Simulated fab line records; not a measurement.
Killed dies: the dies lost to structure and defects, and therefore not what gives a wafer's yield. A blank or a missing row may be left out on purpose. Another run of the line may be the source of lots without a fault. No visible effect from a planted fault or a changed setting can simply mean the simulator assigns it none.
A lot that was struck, set against a sound lot / flow nandHarc / 14 steps out of a route of 1302
Sound: these wafers, L405.2, L405.3, L405.5. Struck: wafers L409.1, L409.3, L409.5. Last of all comes the cause.
At each step with rows: each side's tool, then ch and its chambers, then its first start. Under that, the readings that differ: sound wafers / struck wafers / difference of the means / sigmas: that difference in standard deviations of wafers without a fault.
alike: readings with means less than 2 such deviations apart, plus words and numbers identical on both sides. not compared: withheld readings, readings lacking a value on some wafer, bounds such as >300 that could conceal the same value, and numbers that have no deviation in the record and whose values overlap.
Wherever a step has rows on one side only, a row that says differs or no value, or a row with sigmas, the two part there. When numbers do not overlap yet have no deviation, they are printed without sigmas and do not part them. A reading that every wafer of one side lacks parts them only if that side has two wafers or more.

NHARC_A_SGD_CUT_STRIP_28: strips in O2, time 20 s.
  sound on rieDiel-01 ch 2,3; struck on rieDiel-02 ch 0,3
  alike: drypumpMotorCurrentA, oesProductAu, rfVppV, showerheadPlenumPTorr, throttleValvePct
  not compared: rfHoursCounterH
NHARC_A_SGD_CUT_INSPECT_25:
  struck on defectInspect-01, day 22 20:07; sound on defectInspect-02, day 21 03:38
  alike: rawDefectCount
NHARC_A_SLIT_DEP_25: deposits SiO2, target thk 200 nm.
  sound on pecvd-03 ch 1,2, day 21 03:42; struck on pecvd-03 ch 0,2, day 22 20:14
  alike: heaterPowerW, susceptorTempC, throttleValvePct
  not compared: sinceWetCleanH
NHARC_A_SLIT_DEP_00: deposits aC, target thk 6200 nm.
  sound on aclDep-01 ch 0, day 21 07:00; struck on aclDep-03 ch 0, day 22 22:03
  alike: susceptorTempC, throttleValvePct
NHARC_A_SLIT_DEP_23: deposits SiON, target thk 100 nm.
  sound on pecvd-02 ch 1,2, day 21 10:09; struck on pecvd-01 ch 1,2, day 23 01:55
  alike: heaterPowerW, susceptorTempC
  not compared: sinceWetCleanH
then, 7 steps without rows for these wafers: NHARC_A_SLIT_DEHYDRATE_01 (time 120 s); NHARC_A_SLIT_HMDS_02 (time 30 s); NHARC_A_SLIT_COAT_03 (resist thk 90 nm); NHARC_A_SLIT_SOFTBAKE_04 (time 55 s); NHARC_A_SLIT_EBR_05; NHARC_A_SLIT_EXPOSE_06 (exposes mask SLIT); NHARC_A_SLIT_PEB_07 (peb time 65 s).
NHARC_A_SLIT_DEVELOP_08: develop time 35 s.
  sound on lithoTrack-04 ch 0, day 21 10:00; struck on lithoTrack-04, day 23 02:00
  no value came back on the struck wafers for chillPlateTempC (C), developTimeS (s); on the sound wafers chillPlateTempC (C) reads 22.82 22.85 22.94
NHARC_A_SLIT_CD_MEAS_09: the cd target is 300 nm.
  sound on cdSem-01 ch 0, day 21 10:50; struck on cdSem-01 ch 0, day 23 02:37
reading=cdNm (nm); sound=300.3 299.6 299.6; struck=- - -; difference=no value on the struck wafers; sigmas=

== WHERE THEY PART ==
Earliest at NHARC_A_SLIT_DEVELOP_08; latest, in this record, at NHARC_A_SLIT_CD_MEAS_09.

WHY: whatever the simulator had introduced
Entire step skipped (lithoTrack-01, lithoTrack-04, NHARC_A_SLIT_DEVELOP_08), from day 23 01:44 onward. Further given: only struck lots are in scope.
